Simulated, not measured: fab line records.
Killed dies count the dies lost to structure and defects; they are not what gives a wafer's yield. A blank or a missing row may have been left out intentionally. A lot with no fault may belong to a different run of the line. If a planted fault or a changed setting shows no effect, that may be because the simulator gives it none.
fab line records	flow n5-finfet
[record] lots = 5	wafers = 11	last-day = 16
route steps=1938 shown BEOL_M4@1099 BEOL_M5@1112 BEOL_M7@1281 PASSIVATION@1936
lots that met no fault: taken from a fault-free run of the same line
start-h: hours from the record's opening day to when the first of the lot's shown wafers began	wait-h: how many hours have passed since the lot's step before this one	" as in the row above	L1.1+2: a single row standing in for several wafers	- value missing, or start not given	* or withheld: withheld	< > ~ a bound
route shown NAME@n: a module of which the file shows steps, and the number in the route of the first	usual: average and standard deviation across the fault-free wafers	same: alike in all rows	chamber/n: place in a boat	sites: readings site by site	_std_site: their standard deviation	_edge_site: the outer-site mean with the inner-site mean subtracted	radius-mm: for every site, how far away it sits from the centre of the wafer	mask NAME#n: copy n	behind: the tool/chamber that last shaped the wafer	hold: cause of the lot's hold/its duration in hours/its outcome	device: which transistor (n, p or np) failed to switch	end of line: the tests these same wafers got at the end of their route	where a step has no rows: the recipe by itself	killed: at the first sort, the dies lost to defects and structure; wafer yield is something else	map: shows each die of a wafer: x if killed, . if not, _ if none is there
set.NAME: the setting the step ran with; set.NAME@STEP: the setting that earlier step ran with	model.NAME: the simulator's own value behind a step, which no gauge read
lots at selected steps of the route; one table per step, one row per wafer
services: a tool's chamber out of use, with start hour (start-h, from the record's first day; less than 0 if before it), hours out, and reason
[[steps]]
[step N5_BEOL_M4_ANNEAL_95]
[recipe] temp-c = 400	time-s = 240	ambient = vacuum
[step N5_BEOL_M4_SPUTTER_96]
[recipe] material = Cu	target-thk-a = 45	temp-c = -20	chamber-pressure-pa = 0.07	power-w = withheld	time-s = 8.29
[step N5_BEOL_M4_ECD_50]
[recipe] material = Cu	target-thk-a = 3000
[step N5_BEOL_M4_ANNEAL_51]
[recipe] temp-c = 225	time-s = 90	ambient = N2
[step N5_BEOL_M4_CMP_52]
[recipe] stop-on = SiOC	t-overpolish-s = 6.8	down-force-psi = 1	platen-rpm = 50	clearing-platen-down-force-psi = 1.5	clearing-platen-rpm = 50	post-cmp-clean = cu-alkaline	target-thk-nm = 40	clearing-platen-pad-velocity-m-s = 0.99484	pad-velocity-m-s = 0.99484
[step N5_BEOL_M4_PRE_CLEAN_60]
[recipe] gas = NH3/H2	time-s = 15	temp-c = *	rf-power-w = 300
[step N5_BEOL_M4_CO_CAP_55]
[recipe] material = Co	target-thk-a = 20	temp-c = 200	precursor = CCTBA/H2	pressure-torr = 30	time-s = 102.1
[step N5_BEOL_M4_PRE_CLEAN_56]
[recipe] gas = NH3	time-s = 15	temp-c = withheld	rf-power-w = 300
[step N5_BEOL_M4_DEP_57]
[recipe] material = SiCN	target-thk-a = 80	temp-c = withheld	precursor = 3MS/NH3	pressure-torr = 3	rf-w = 202	time-s = 14
[step N5_BEOL_M4_RC_MEAS_101]
[usual] DIBL_N = 36.7/2.6	DIBL_P = 36.9/2.8	IOFF_N = 0.17/0.043	IOFF_P = 0.22/0.05	ION_N = 678/15	ION_P = 465/9.2	SS_N = 71.6/0.79	SS_P = 73.5/0.82	VT_N = 250/3.9	VT_P = -250/3.7
lot.wafer	tool	chamber	start-h	wait-h	DIBL_N[mV/V]	DIBL_P[mV/V]	IOFF_N[nA/um]	IOFF_P[nA/um]	ION_N[uA/um]	ION_P[uA/um]	SS_N[mV/dec]	SS_P[mV/dec]	VT_N[mV]	VT_P[mV]
L144.1	prober-02	0	213.83	0.0	36.0	35.8	0.15	0.26	680	477	71.3	73.2	250	-245
L144.3	"	0	"	"	38.1	37.9	0.18	0.29	709	493	72.8	73.0	250	-242
L150.2	prober-01	0	251.51	0.2	40.0	39.4	0.21	0.25	675	460	72.3	73.6	244	-248
L150.6	"	0	"	"	40.2	39.5	0.22	0.26	686	472	72.6	73.9	244	-248
L149.3	prober-02	0	251.55	0.3	37.4	36.7	0.17	0.24	669	462	71.5	74.0	249	-249
L149.6	"	0	"	"	37.6	37.7	0.20	0.26	683	473	70.2	74.7	245	-246
L153.2	prober-01	0	263.64	0.2	34.2	33.8	0.12	0.18	661	462	70.7	73.3	253	-252
L153.3	"	0	"	"	33.7	32.4	0.12	0.16	681	466	69.8	72.5	252	-251
L156.2	prober-01	0	292.25	0.2	37.1	37.0	0.18	0.23	687	460	72.3	73.4	249	-247
L156.3	"	0	"	"	33.1	33.7	0.13	0.19	685	474	70.9	72.8	247	-250
L156.6	"	0	"	"	33.6	34.6	0.13	0.20	674	473	71.3	72.9	250	-250
[step N5_BEOL_M5_ILD_DEP_00]
[recipe] material = SiCOH_lowk	target-thk-a = 1406.4	temp-c = 300	precursor = DEMS/porogen	pressure-torr = 5	rf-w = 500	time-s = 25.9
[step N5_BEOL_M5_CURE_79]
[recipe] temp-c = 385	time-s = 240	ambient = He/Ar	material = SiCOH_lowk
[step N5_BEOL_M5_PECVD_70]
[recipe] material = SiO2	target-thk-a = 160	temp-c = 400	precursor = TEOS/O2	pressure-torr = 5.5	rf-w = 450	teos-flow-sccm = 53.8	gas = O2	flow-sccm = 3000	time-s = 18
[step N5_BEOL_M5_HM_DEP_02]
[recipe] material = TiN	target-thk-a = 200	temp-c = 25	chamber-pressure-pa = 0.49996
[step N5_BEOL_M5_COAT_59]
[recipe] resist = SOC	temp-c = 250	time-s = 60	spin-rpm = 1500	resist-thk-nm = 60
[step N5_BEOL_M5_COAT_60]
[recipe] resist = SiARC	temp-c = 220	time-s = 60	spin-rpm = 1500	resist-thk-nm = 12
[step N5_BEOL_M5_COAT_71]
[recipe] resist = underlayer	temp-c = 205	time-s = 60	spin-rpm = 1500	resist-thk-nm = 5
[step N5_BEOL_M5_COAT_05]
[recipe] resist = CAR-EUV	spin-rpm = 1500	resist-thk-nm = 30
[step N5_BEOL_M5_EBR_07]
[recipe] solvent = PGMEA	ebr-width-mm = 1.5
[step N5_BEOL_M5_SOFTBAKE_06]
[recipe] temp-c = 110	time-s = 60	resist = CAR-EUV
[step N5_BEOL_M5_EXPOSE_08]
[recipe] mask-id = M5	na = 0.33	source-shape = annular	sigma-inner = 0.4	sigma-outer = 0.8	polarization = unpolarized	target-cd-nm = 28	dose-mj = 35.75
[step N5_BEOL_M5_PEB_09]
[recipe] peb-temp-c = 100	peb-time-s = 60	resist = CAR-EUV
[step N5_BEOL_M5_DEVELOP_10]
[recipe] develop-time-s = 30	developer = TMAH	resist = CAR-EUV	rinse-liquid = surfactant-rinse	dry = air-spin	dev-temp-c = 23
[step N5_BEOL_M5_DESCUM_16]
[recipe] chemistry = O2	time-s = 7	source-power-w = 50	bias-power-w = 20	pressure-mtorr = 20	rf-frequency-hz = 2.712e+07	temp-c = 40	resist = CAR-EUV	o2-flow-sccm = 225
[step N5_BEOL_M5_ETCH_72]
[recipe] chemistry = N2/H2	target = underlayer	target-depth-a = 65	mask-material = CAR-EUV	time-s = 5.2	ion-energy-ev = 200	pressure-mtorr = 30	source-w = 840	bias-w = 150	n2-flow-sccm = 200	h2-flow-sccm = 200	ends = cleared
[step N5_BEOL_M5_ETCH_61]
[recipe] chemistry = CF4	target = SiARC	target-depth-a = 156	mask-material = CAR-EUV	time-s = 26	ion-energy-ev = 80	pressure-mtorr = 40	source-w = 545	bias-w = 36	Ar_flow_sccm = 100	cf4-flow-sccm = 100	ends = cleared
[step N5_BEOL_M5_ETCH_62]
[recipe] chemistry = N2/H2	target = SOC	target-depth-a = 750	overetch-a = 150	mask-material = SiARC	temp-c = 40	time-s = 112.5	ion-energy-ev = 200	pressure-mtorr = 30	source-w = 840	bias-w = 150	n2-flow-sccm = 200	h2-flow-sccm = 200
[step N5_BEOL_M5_STRIP_63]
[recipe] chemistry = N2/H2	temp-c = 40	n2-flow-sccm = 200	h2-flow-sccm = 200	rf-frequency-hz = 6e+07
[step N5_BEOL_M5_STRIP_73]
[recipe] chemistry = N2/H2	temp-c = 40	n2-flow-sccm = 200	h2-flow-sccm = 200	rf-frequency-hz = 6e+07
[step N5_BEOL_M5_STRIP_64]
[recipe] chemistry = CF4	resist = SiARC	power-w = 300	bias-power-w = 75	pressure-mtorr = 50	cf4-flow-sccm = 150	rf-frequency-hz = 6e+07
[step N5_BEOL_M5_HM_OPEN_17]
[recipe] chemistry = Cl2/BCl3	target-depth-a = 200	overetch-a = 60	target = TiN	mask-material = SOC	ion-energy-ev = 150	pressure-mtorr = 10	icp-w = 1000	bias-w = 126	Cl2_flow_sccm = 53.25	bcl3-flow-sccm = 21.75	Ar_flow_sccm = 25
[step N5_BEOL_M5_STRIP_19]
[recipe] chemistry = O2	power-w = 400	temp-c = 40	pressure-mtorr = 30	rf-frequency-hz = 6e+07	bias-power-w = 0	overash-fraction = 0.2	o2-flow-sccm = 225
[step N5_BEOL_M5_COAT_65]
[recipe] resist = SOC	temp-c = 250	time-s = 60	spin-rpm = 1500	resist-thk-nm = 60
[step N5_BEOL_M5_COAT_66]
[recipe] resist = SiARC	temp-c = 220	time-s = 60	spin-rpm = 1500	resist-thk-nm = 12
[step N5_BEOL_M7_ETCH_62]
[recipe] chemistry = N2/H2	target = SOC	target-depth-a = 1100	overetch-a = 220	mask-material = SiARC	temp-c = 40	time-s = 165	ion-energy-ev = 200	pressure-mtorr = 30	source-w = 840	bias-w = 150	n2-flow-sccm = 200	h2-flow-sccm = 200
[usual] drypump-motor-current-A = 5.6/0.47	h2-flow-sccm = 200.1/0.58	oes-product-au = 0.65/0.068	rf-vpp-V = 524.0/2.2	showerhead-plenum-p-Torr = 2.55/0.07	throttle-valve-pct = 17.87/0.26
lot.wafer	tool	chamber	start-h	wait-h	drypump-motor-current-A	h2-flow-sccm	oes-product-au	rf-hours-counter-h	rf-vpp-V	showerhead-plenum-p-Torr	throttle-valve-pct	model.etch.depth-nm	model.SiARC_of_BEOL_M7_COAT_60.thk-nm	model.BEOL_M7.cd-offset-nm
L144.1	rie-diel-02	3	238.54	0.0	5.1	199.5	0.58	246	523.5	2.51	18.04	99.48	28.6	-0.2
L144.3	"	2	"	"	5.4	199.5	0.62	180	526.1	2.62	17.56	99.74	28.4	0
L150.2	rie-diel-02	1	275.00	0.0	6.5	200.1	0.51	225	523.3	2.50	17.92	69.74	31.6	-2
L150.6	"	0	"	"	5.5	199.9	0.67	-	520.1	2.45	17.98	100.1	28.2	-1
L149.3	rie-diel-02	3	279.70	0.0	5.1	199.6	0.69	3	523.2	2.51	17.58	70.02	31.6	-2
L149.6	"	1	"	"	6.5	201.0	0.60	-	523.9	2.50	17.92	100.5	28.4	-0.6
L153.2	rie-diel-02	2	283.85	0.0	5.4	200.2	0.49	195	526.5	2.62	17.57	67.41	31.4	-1
L153.3	"	3	"	"	5.1	199.5	0.68	4	523.3	2.51	17.59	69.7	31.4	-1.2
L156.2	rie-diel-04	3	316.96	0.0	5.2	201.1	0.57	241	525.4	2.63	18.11	99.94	28.4	-0.4
L156.3	"	2	"	"	5.6	199.3	0.66	123	526.8	2.66	17.78	100.2	28.2	0
L156.6	"	1	"	"	5.8	200.2	0.57	-	522.6	2.53	18.52	100.3	28.6	0.6
[step N5_BEOL_M7_HM_OPEN_17]
[recipe] chemistry = Cl2/BCl3	target-depth-a = 200	overetch-a = 60	target = TiN	mask-material = SOC	ion-energy-ev = 150	pressure-mtorr = 10	icp-w = 1000	bias-w = 126	Cl2_flow_sccm = 53.25	bcl3-flow-sccm = 21.75	Ar_flow_sccm = 25
[usual] drypump-motor-current-A = 5.7/0.4	oes-product-au = 0.69/0.043	throttle-valve-pct = 21.98/0.24
lot.wafer	tool	chamber	start-h	wait-h	drypump-motor-current-A	oes-product-au	rf-hours-counter-h	throttle-valve-pct	model.BEOL_M7.cd-offset-nm
L144.1	rie-metal-01	1	238.72	0.0	5.6	0.71	22	22.14	-0.2
L144.3	"	0	"	"	6.2	0.63	-	21.88	0
L150.2	rie-metal-02	1	275.19	0.0	5.3	0.31	28	22.80	-2
L150.6	"	0	"	"	5.2	0.76	-	21.59	-1
L149.3	rie-metal-02	1	279.92	0.1	5.4	0.31	-	22.80	-2.2
L149.6	"	0	"	"	5.2	0.75	-	21.57	-0.6
L153.2	rie-metal-02	1	284.04	0.0	5.3	0.31	29	22.80	-1.2
L153.3	"	0	"	"	5.2	0.33	-	22.23	-1.2
L156.2	rie-metal-03	0	317.15	0.0	6.3	0.70	31	21.85	-0.6
L156.3	"	1	"	"	5.8	0.66	-	22.25	-0.2
L156.6	"	0	"	"	6.3	0.70	-	21.84	0.4
[step N5_BEOL_M7_CD_MEAS_18]
[recipe] pitch-nm = 80	target-cd-nm = 40
[usual] cd-nm = 39.8/0.6
lot.wafer	tool	chamber	start-h	wait-h	cd-nm
L144.1	cd-sem-02	-	238.91	0.0	40.0
L144.3	"	-	"	"	39.8
L150.2	cd-sem-02	-	275.47	0.1	-
L150.6	"	-	"	"	39.2
L149.3	cd-sem-03	-	280.08	0.1	-
L149.6	"	-	"	"	38.9
L153.2	cd-sem-02	-	284.22	0.1	-
L153.3	"	-	"	"	-
L156.2	cd-sem-03	-	317.47	0.1	39.4
L156.3	"	-	"	"	40.2
L156.6	"	-	"	"	40.5
[step N5_BEOL_M7_VIA_ETCH_34]
[recipe] chemistry = C4F6/O2	target = SiCOH_lowk	target-depth-a = 1255	mask-material = SOC	taper-deg = 4	time-s = 50.5	ion-energy-ev = 250	pressure-mtorr = 30	source-w = 345	bias-w = 185	Ar_flow_sccm = 300	C4F6_flow_sccm = 10	O2_flow_sccm = 10
[usual] O2_flow_sccm = 10.00/0.032	drypump-motor-current-A = 5.6/0.41	oes_f_703_au = 0.76/0.086	oes_o_777_au = 0.76/0.083	oes-product-au = 0.77/0.094	rf-vpp-V = 662/17	showerhead-plenum-p-Torr = 2.88/0.084	throttle-valve-pct = 21.01/0.23
lot.wafer	tool	chamber	start-h	wait-h	O2_flow_sccm	drypump-motor-current-A	oes_f_703_au	oes_o_777_au	oes-product-au	rf-hours-counter-h	rf-vpp-V	showerhead-plenum-p-Torr	throttle-valve-pct
L144.1	rie-diel-02	2	239.74	0.0	9.96	5.4	0.70	0.69	0.72	180	678	2.95	20.73
L144.3	"	3	"	"	9.98	5.1	0.68	0.67	0.68	247	633	2.83	21.31
L150.2	rie-diel-04	0	276.37	0.0	9.96	6.0	0.68	0.69	0.26	241	643	2.91	20.93
L150.6	"	0	"	"	9.98	6.1	0.68	0.69	0.67	-	642	2.91	21.08
L149.3	rie-diel-02	0	280.69	0.0	9.99	5.5	0.75	0.74	0.29	131	697	2.74	20.63
L149.6	"	1	"	"	10.06	6.5	0.72	0.70	0.70	-	668	2.82	20.98
L153.2	rie-diel-04	1	284.83	0.0	9.98	5.8	0.66	0.68	0.26	237	666	2.83	21.33
L153.3	"	0	"	"	9.95	6.0	0.68	0.69	0.26	244	642	2.91	20.94
L156.2	rie-diel-02	0	320.39	0.0	9.95	5.5	0.74	0.74	0.76	144	697	2.73	20.80
L156.3	"	2	"	"	9.98	5.4	0.68	0.68	0.70	206	678	2.94	20.79
L156.6	"	0	"	"	10.02	5.5	0.74	0.73	0.76	-	695	2.73	20.78
[step N5_BEOL_M7_OCD_MEAS_38]
[usual] trench-depth-nm = 92.8/2.4
lot.wafer	tool	chamber	start-h	wait-h	trench-depth-nm
L144.1	ocd-01	-	239.99	-	90.6
L144.3	"	-	"	"	92.1
L150.2	ocd-01	-	276.62	-	-
L150.6	"	-	"	"	88.6
L149.3	ocd-02	-	280.94	-	-
L149.6	"	-	"	"	91.9
L153.2	ocd-01	-	285.08	-	-
L153.3	"	-	"	"	-
L156.2	ocd-01	-	320.64	-	92.4
L156.3	"	-	"	"	90.4
L156.6	"	-	"	"	90.7
[step N5_PASSIVATION_PROBE_49]
[usual] defect-limited-yield = 91.0/1.4	killed_at_M0_to_M3 = 36/9.6	killed_at_M4_up = 14/6.1	killed-at-contacts = 13/6.6	killed-at-front-end = 40/11	killed-at-other = 3.2/2.9	killed-dies = 106/17	killed-on-rim = 14/3.9	killed-open = 71/12	killed-short = 33/7.3	sort_bin_5_function = 5.3/1	sort_bin_6_memory = 3.4/0.68	sort-n-pass = 1073/19	sort-yield-pct = 91.0/1.6
[same] gross-dies = 1180	killed-at-back-side = 0	sort_bin_4_leakage[%] = 0	sort_bin_8_speed[%] = 0
lot.wafer	tool	chamber	start-h	wait-h	defect-limited-yield[%]	killed_at_M0_to_M3	killed_at_M4_up	killed-at-contacts	killed-at-front-end	killed-at-other	killed-dies	killed-on-rim	killed-open	killed-short	sort_bin_5_function[%]	sort_bin_6_memory[%]	sort-n-pass	sort-yield-pct[%]
L144.1	prober-02	-	317.83	0.0	93.1	29	16	2	35	0	82	16	55	27	4.2	2.5	1098	93.1
L144.3	prober-02	-	317.93	0.1	92.6	31	12	11	30	3	87	14	57	30	3.1	3.9	1093	92.6
L150.2	prober-01	-	347.83	0.1	0	52	1048	10	69	1	1180	152	107	37	95.4	4.4	0	0
L150.6	prober-01	-	348.03	0.3	89.4	40	11	21	53	0	125	17	81	44	6.3	4.0	1055	89.4
L149.3	prober-02	-	357.79	0.5	0	46	1052	23	54	5	1180	152	99	35	94.7	4.9	0	0
L149.6	prober-02	-	357.94	0.6	91.4	41	5	21	28	6	101	8	65	36	4.9	3.5	1079	91.4
L153.2	prober-01	-	371.46	0.1	0	57	1055	7	57	4	1180	152	81	51	95.8	4.1	0	0
L153.3	prober-01	-	371.51	0.1	0	33	1095	7	43	2	1180	152	59	34	96.6	3.1	0	0
L156.2	prober-02	-	391.47	0.1	92.9	32	8	14	26	4	84	8	63	20	4.2	2.7	1096	92.9
L156.3	prober-02	-	391.52	0.1	91.0	40	15	10	40	1	106	11	73	32	4.7	3.6	1074	91.0
L156.6	prober-02	-	391.67	0.3	90.8	37	9	17	44	1	108	14	71	32	5.8	3.1	1072	90.8
// killed by level:class
L144.1 BEOL_M4:geometric-particle:open=10 STI_FIN_REVEAL:geometric-particle:open=8 GATE_CUT:geometric-particle:short=8 BEOL_M0_SAQP:geometric-particle:open=6 GATE_CUT:geometric-particle:open=5 BEOL_M1:geometric-particle:open=5 BEOL_M2:geometric-particle:open=5 BEOL_M2:geometric-particle:short=5
L144.3 BEOL_M1:geometric-particle:open=11 MOL_CONTACT_COAG:geometric-particle:open=8 GATE_CUT:geometric-particle:short=7 GATE_CUT:geometric-particle:open=6 BEOL_M2:geometric-particle:open=6 STARTING-WAFER:geometric-particle:short=5 FIN_SAQP:geometric-particle:open=4 BEOL_M0_SAQP:geometric-particle:short=4
L150.2 BEOL_M7:area-etch=1034 FIN_SAQP:geometric-particle:open=26 BEOL_M2:geometric-particle:open=15 BEOL_M0_SAQP:geometric-particle:open=15 FIN_SAQP:geometric-particle:short=14 MOL_CONTACT_COAG:geometric-particle:open=10 GATE_CUT:geometric-particle:short=6 BEOL_M1:geometric-particle:open=6
L150.6 FIN_SAQP:geometric-particle:open=23 MOL_CONTACT_COAG:geometric-particle:open=20 FIN_SAQP:geometric-particle:short=15 BEOL_M0_SAQP:geometric-particle:short=13 BEOL_M0_SAQP:geometric-particle:open=6 BEOL_M2:geometric-particle:open=6 BEOL_M3:geometric-particle:open=5 DUMMY_GATE:geometric-particle:short=4
L149.3 BEOL_M7:area-etch=1046 STI_FIN_REVEAL:geometric-particle:open=22 BEOL_M3:geometric-particle:open=20 MOL_CONTACT_COAG:geometric-particle:open=19 BEOL_M1:geometric-particle:open=7 FIN_SAQP:geometric-particle:short=5 FIN_SAQP:geometric-particle:open=4 STI_FIN_REVEAL:geometric-particle:short=4
L149.6 MOL_CONTACT_COAG:geometric-particle:open=15 BEOL_M3:geometric-particle:open=10 STI_FIN_REVEAL:geometric-particle:open=9 BEOL_M0_SAQP:geometric-particle:open=8 BEOL_M2:geometric-particle:open=7 MOL_CONTACT_COAG:geometric-particle:short=6 BEOL_M0_SAQP:geometric-particle:short=6 STI_FIN_REVEAL:geometric-particle:short=4
L153.2 BEOL_M7:area-etch=1048 BEOL_M0_SAQP:geometric-particle:short=22 STI_FIN_REVEAL:geometric-particle:open=19 FIN_SAQP:geometric-particle:open=13 BEOL_M0_SAQP:geometric-particle:open=12 FIN_SAQP:geometric-particle:short=8 BEOL_M2:geometric-particle:open=7 MOL_CONTACT_COAG:geometric-particle:open=6
L153.3 BEOL_M7:area-etch=1085 BEOL_M0_SAQP:geometric-particle:open=14 FIN_SAQP:geometric-particle:open=12 FIN_SAQP:geometric-particle:short=9 BEOL_M0_SAQP:geometric-particle:short=8 STI_FIN_REVEAL:geometric-particle:open=7 MOL_CONTACT_COAG:geometric-particle:open=7 STARTING-WAFER:geometric-particle:short=5
L156.2 MOL_CONTACT_COAG:geometric-particle:open=14 STI_FIN_REVEAL:geometric-particle:open=7 BEOL_M3:geometric-particle:open=7 BEOL_M1:geometric-particle:open=7 FIN_SAQP:geometric-particle:short=5 BEOL_M2:geometric-particle:open=5 DUMMY_GATE:geometric-particle:open=4 BEOL_M0_SAQP:geometric-particle:open=3
L156.3 MOL_CONTACT_COAG:geometric-particle:open=9 BEOL_M3:geometric-particle:open=9 FIN_SAQP:geometric-particle:short=7 BEOL_M0_SAQP:geometric-particle:short=7 BEOL_M2:geometric-particle:open=7 FIN_SAQP:geometric-particle:open=6 BEOL_M4:geometric-particle:open=6 BEOL_M0:geometric-particle:open=6
L156.6 MOL_CONTACT_COAG:geometric-particle:open=11 BEOL_M3:geometric-particle:open=11 STI_FIN_REVEAL:geometric-particle:open=9 MOL_CONTACT_COAG:geometric-particle:short=6 STI_FIN_REVEAL:geometric-particle:short=5 DUMMY_GATE:geometric-particle:open=5 BEOL_M0_SAQP:geometric-particle:open=5 BEOL_M2:geometric-particle:open=5
// map L149.3 (x killed, . not)
_________________xxxxxxxxxxxx________________
______________xxxxxxxxxxxxxxxxxx_____________
___________xxxxxxxxxxxxxxxxxxxxxxxx__________
__________xxxxxxxxxxxxxxxxxxxxxxxxxx_________
________xxxxxxxxxxxxxxxxxxxxxxxxxxxxxx_______
_______xxxxxxxxxxxxxxxxxxxxxxxxxxxxxxxx______
______xxxxxxxxxxxxxxxxxxxxxxxxxxxxxxxxxx_____
_____xxxxxxxxxxxxxxxxxxxxxxxxxxxxxxxxxxxx____
____xxxxxxxxxxxxxxxxxxxxxxxxxxxxxxxxxxxxxx___
___xxxxxxxxxxxxxxxxxxxxxxxxxxxxxxxxxxxxxxxx__
___xxxxxxxxxxxxxxxxxxxxxxxxxxxxxxxxxxxxxxxx__
__xxxxxxxxxxxxxxxxxxxxxxxxxxxxxxxxxxxxxxxxxx_
__xxxxxxxxxxxxxxxxxxxxxxxxxxxxxxxxxxxxxxxxxx_
_xxxxxxxxxxxxxxxxxxxxxxxxxxxxxxxxxxxxxxxxxxxx
_xxxxxxxxxxxxxxxxxxxxxxxxxxxxxxxxxxxxxxxxxxxx
_xxxxxxxxxxxxxxxxxxxxxxxxxxxxxxxxxxxxxxxxxxxx
_xxxxxxxxxxxxxxxxxxxxxxxxxxxxxxxxxxxxxxxxxxxx
_xxxxxxxxxxxxxxxxxxxxxxxxxxxxxxxxxxxxxxxxxxxx
_xxxxxxxxxxxxxxxxxxxxxxxxxxxxxxxxxxxxxxxxxxxx
_xxxxxxxxxxxxxxxxxxxxxxxxxxxxxxxxxxxxxxxxxxxx
_xxxxxxxxxxxxxxxxxxxxxxxxxxxxxxxxxxxxxxxxxxxx
__xxxxxxxxxxxxxxxxxxxxxxxxxxxxxxxxxxxxxxxxxx_
__xxxxxxxxxxxxxxxxxxxxxxxxxxxxxxxxxxxxxxxxxx_
___xxxxxxxxxxxxxxxxxxxxxxxxxxxxxxxxxxxxxxxx__
___xxxxxxxxxxxxxxxxxxxxxxxxxxxxxxxxxxxxxxxx__
____xxxxxxxxxxxxxxxxxxxxxxxxxxxxxxxxxxxxxx___
_____xxxxxxxxxxxxxxxxxxxxxxxxxxxxxxxxxxxx____
______xxxxxxxxxxxxxxxxxxxxxxxxxxxxxxxxxx_____
_______xxxxxxxxxxxxxxxxxxxxxxxxxxxxxxxx______
________xxxxxxxxxxxxxxxxxxxxxxxxxxxxxx_______
__________xxxxxxxxxxxxxxxxxxxxxxxxxx_________
___________xxxxxxxxxxxxxxxxxxxxxxxx__________
______________xxxxxxxxxxxxxxxxxx_____________
_________________xxxxxxxxxxxx________________
// map L150.2 (x killed, . not)
_________________xxxxxxxxxxxx________________
______________xxxxxxxxxxxxxxxxxx_____________
___________xxxxxxxxxxxxxxxxxxxxxxxx__________
__________xxxxxxxxxxxxxxxxxxxxxxxxxx_________
________xxxxxxxxxxxxxxxxxxxxxxxxxxxxxx_______
_______xxxxxxxxxxxxxxxxxxxxxxxxxxxxxxxx______
______xxxxxxxxxxxxxxxxxxxxxxxxxxxxxxxxxx_____
_____xxxxxxxxxxxxxxxxxxxxxxxxxxxxxxxxxxxx____
____xxxxxxxxxxxxxxxxxxxxxxxxxxxxxxxxxxxxxx___
___xxxxxxxxxxxxxxxxxxxxxxxxxxxxxxxxxxxxxxxx__
___xxxxxxxxxxxxxxxxxxxxxxxxxxxxxxxxxxxxxxxx__
__xxxxxxxxxxxxxxxxxxxxxxxxxxxxxxxxxxxxxxxxxx_
__xxxxxxxxxxxxxxxxxxxxxxxxxxxxxxxxxxxxxxxxxx_
_xxxxxxxxxxxxxxxxxxxxxxxxxxxxxxxxxxxxxxxxxxxx
_xxxxxxxxxxxxxxxxxxxxxxxxxxxxxxxxxxxxxxxxxxxx
_xxxxxxxxxxxxxxxxxxxxxxxxxxxxxxxxxxxxxxxxxxxx
_xxxxxxxxxxxxxxxxxxxxxxxxxxxxxxxxxxxxxxxxxxxx
_xxxxxxxxxxxxxxxxxxxxxxxxxxxxxxxxxxxxxxxxxxxx
_xxxxxxxxxxxxxxxxxxxxxxxxxxxxxxxxxxxxxxxxxxxx
_xxxxxxxxxxxxxxxxxxxxxxxxxxxxxxxxxxxxxxxxxxxx
_xxxxxxxxxxxxxxxxxxxxxxxxxxxxxxxxxxxxxxxxxxxx
__xxxxxxxxxxxxxxxxxxxxxxxxxxxxxxxxxxxxxxxxxx_
__xxxxxxxxxxxxxxxxxxxxxxxxxxxxxxxxxxxxxxxxxx_
___xxxxxxxxxxxxxxxxxxxxxxxxxxxxxxxxxxxxxxxx__
___xxxxxxxxxxxxxxxxxxxxxxxxxxxxxxxxxxxxxxxx__
____xxxxxxxxxxxxxxxxxxxxxxxxxxxxxxxxxxxxxx___
_____xxxxxxxxxxxxxxxxxxxxxxxxxxxxxxxxxxxx____
______xxxxxxxxxxxxxxxxxxxxxxxxxxxxxxxxxx_____
_______xxxxxxxxxxxxxxxxxxxxxxxxxxxxxxxx______
________xxxxxxxxxxxxxxxxxxxxxxxxxxxxxx_______
__________xxxxxxxxxxxxxxxxxxxxxxxxxx_________
___________xxxxxxxxxxxxxxxxxxxxxxxx__________
______________xxxxxxxxxxxxxxxxxx_____________
_________________xxxxxxxxxxxx________________
[[services]]
tool	chamber	start-h	hours	kind
rie-metal-03	1	237.99	2.5	repair
rie-diel-02	3	250.70	-	clean
rie-diel-02	3	250.70	-	consumable-replace:focus-ring
rie-diel-02	3	250.70	20.8	scheduled-down
rie-diel-02	3	250.70	20.8	vent-cycle
rie-metal-03	0	259.33	20.7	repair
rie-metal-02	-	288.37	2.8	pm
rie-metal-02	1	292.25	2.5	repair
rie-diel-04	0	303.96	-	clean
rie-diel-04	0	303.96	-	consumable-replace:focus-ring
rie-diel-04	0	303.96	25.1	scheduled-down
rie-diel-04	0	303.96	25.1	vent-cycle
[[key]]
[first-sign] step = N5_BEOL_M7_HM_OPEN_17	reading = oes-product-au	direction = down	sigmas = 8.9	usual = 0.69	struck = 0.31
[effect] step = N5_BEOL_M7_CD_MEAS_18	reading = cd-nm	direction = missing
[effect] step = N5_BEOL_M7_VIA_ETCH_34	reading = oes-product-au	direction = down	sigmas = 5.4	usual = 0.77	struck = 0.27
[effect] step = N5_BEOL_M7_OCD_MEAS_38	reading = trench-depth-nm	direction = missing
[effect] step = N5_PASSIVATION_PROBE_49	reading = killed_at_M4_up	direction = up	sigmas = 99+	usual = 14	struck = 1062
[model-effect] step = N5_BEOL_M7_ETCH_62	value = etch.depth-nm	without = 100	struck = 69.22
[model-effect] step = N5_BEOL_M7_HM_OPEN_17	value = BEOL_M7.cd-offset-nm	without = -0.15	struck = -1.65
[more-kills-born-at] N5_BEOL_M7_ETCH_62@rie-diel-02 = 4213
met-at N5_BEOL_M7_ETCH_62
struck-wafers L149.3,L150.2,L153.2,L153.3
later-rows-left-out L149.3,L150.2,L153.2,L153.3
onset-between 238.54 275.00
[fault] kind = process-parameter-drift	tool = rie-diel-02	chamber = -	onset-h = 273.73	steps = N5_BEOL_M7_ETCH_62	channel = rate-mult	offset = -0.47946	shape = step	end-h = 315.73	scope = struck-wafers-only
// later-rows-left-out: the simulator's readings of these wafers behind a module that went badly wrong aren't trusted and aren't shown, but for the sort
